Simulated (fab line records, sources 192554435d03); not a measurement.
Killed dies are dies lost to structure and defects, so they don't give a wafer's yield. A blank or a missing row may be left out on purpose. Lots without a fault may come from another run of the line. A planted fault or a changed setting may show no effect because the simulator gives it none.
A struck lot beside a sound one | flow n5_finfet | 15 steps out of a route of 1938
Sound: wafers L597.1, L597.3, L597.4. Struck: wafers L606.2, L606.4, L606.6. The cause comes at the end.
At each step with rows: each side's tool, then ch and its chambers, then its first start. Under that, the readings that differ: sound wafers | struck wafers | difference of the means | sigmas: that difference in standard deviations of wafers without a fault.
alike: readings whose means differ by less than 2 such deviations, and words and numbers that are the same on both sides. not compared: withheld readings, readings that some wafer has no value for, bounds like >300 that may hide the same value, and numbers for which the record gives no deviation and whose values overlap.
The two part at a step that has a row with sigmas, a row that says differs or no value, or rows on one side only. Numbers that don't overlap but have no deviation are shown without sigmas and don't part them. A reading that every wafer of one side lacks parts them only if that side has two wafers or more.

first, 2 steps without rows for these wafers: N5_BEOL_M9_VIA_ETCH_34 (etches SiCOH lowk in C4F6/O2, target depth 182.4 nm, time 68.4 s); N5_BEOL_M9_STRIP_73 (strips in C4F6/O2).
N5_BEOL_M9_STRIP_36: strips in N2/H2.
  sound on rie_diel-05 ch 0,1,3, day 11 08:56; struck on rie_diel-05 ch 0,2, day 14 12:22
  alike: drypump_motor_current_A, oes_product_au, rf_vpp_V, showerhead_plenum_p_Torr, throttle_valve_pct
  not compared: rf_hours_counter_h
N5_BEOL_M9_TRENCH_ETCH_37: etches SiCOH lowk in C4F6/O2, target depth 151.43 nm, time 49 s.
  sound on rie_diel-05 ch 0,1,3; struck on rie_diel-05 ch 0,2
  alike: C4F6_flow_sccm, drypump_motor_current_A, oes_product_au, rf_vpp_V, showerhead_plenum_p_Torr, throttle_valve_pct
  not compared: rf_hours_counter_h
N5_BEOL_M9_ETCH_41: etches SiCN in CH3F/O2, target depth 36.6 nm, time 70.1 s.
  sound on rie_diel-05 ch 0,1,3; struck on rie_diel-05 ch 0,2
  alike: drypump_motor_current_A, oes_product_au, rf_vpp_V, showerhead_plenum_p_Torr, throttle_valve_pct
  not compared: rf_hours_counter_h
N5_BEOL_M9_STRIP_80: strips in N2/H2, time 10 s.
  sound on rie_diel-05 ch 0,1,3; struck on rie_diel-05 ch 0,2
  alike: drypump_motor_current_A, oes_product_au, rf_vpp_V, showerhead_plenum_p_Torr, throttle_valve_pct
  not compared: rf_hours_counter_h
N5_BEOL_M9_OCD_MEAS_38:
  sound on ocd-02, day 11 09:08; struck on ocd-02, day 14 12:34
  alike: trench_depth_nm
then, 4 steps without rows for these wafers: N5_BEOL_M9_HM_STRIP_39 (strips TiN in peroxide tin strip, target depth 25 nm, time 158 s); N5_BEOL_M9_SRD_40 (time 30 s); N5_BEOL_M9_PRECLEAN_42 (cleans in residue remover, time 60 s); N5_BEOL_M9_SRD_43 (time 30 s).
N5_BEOL_M9_CD_MEAS_35: target cd 70 nm, target cd y 40 nm.
  sound on cd_sem-03, day 11 09:17; struck on cd_sem-03, day 14 12:44
  alike: cd_nm
N5_BEOL_M9_CURE_72: cures SiCOH lowk, time 120 s.
  sound on uv_cure-01 ch 2, day 11 09:20; struck on uv_cure-02 ch 2, day 14 12:49
  no value came back on the struck wafers for lamp_power_pct (%), run_length_s (s), time_s (s), wafer_temp_C_max; on the sound wafers lamp_power_pct (%) reads 52.29 52.41 52.26
N5_BEOL_M9_DEGAS_44: time 60 s.
  sound on pvd_sputter-03, day 11 10:36; struck on pvd_sputter-03, day 14 13:34
  alike: heater_power_w
N5_PASSIVATION_PROBE_49:
  the record has rows for the sound wafers here (prober-01, day 13 23:40) and none for the struck ones

WHERE THEY PART
First at N5_BEOL_M9_CURE_72; last, within this record, at N5_PASSIVATION_PROBE_49.

WHY: what the simulator had put in
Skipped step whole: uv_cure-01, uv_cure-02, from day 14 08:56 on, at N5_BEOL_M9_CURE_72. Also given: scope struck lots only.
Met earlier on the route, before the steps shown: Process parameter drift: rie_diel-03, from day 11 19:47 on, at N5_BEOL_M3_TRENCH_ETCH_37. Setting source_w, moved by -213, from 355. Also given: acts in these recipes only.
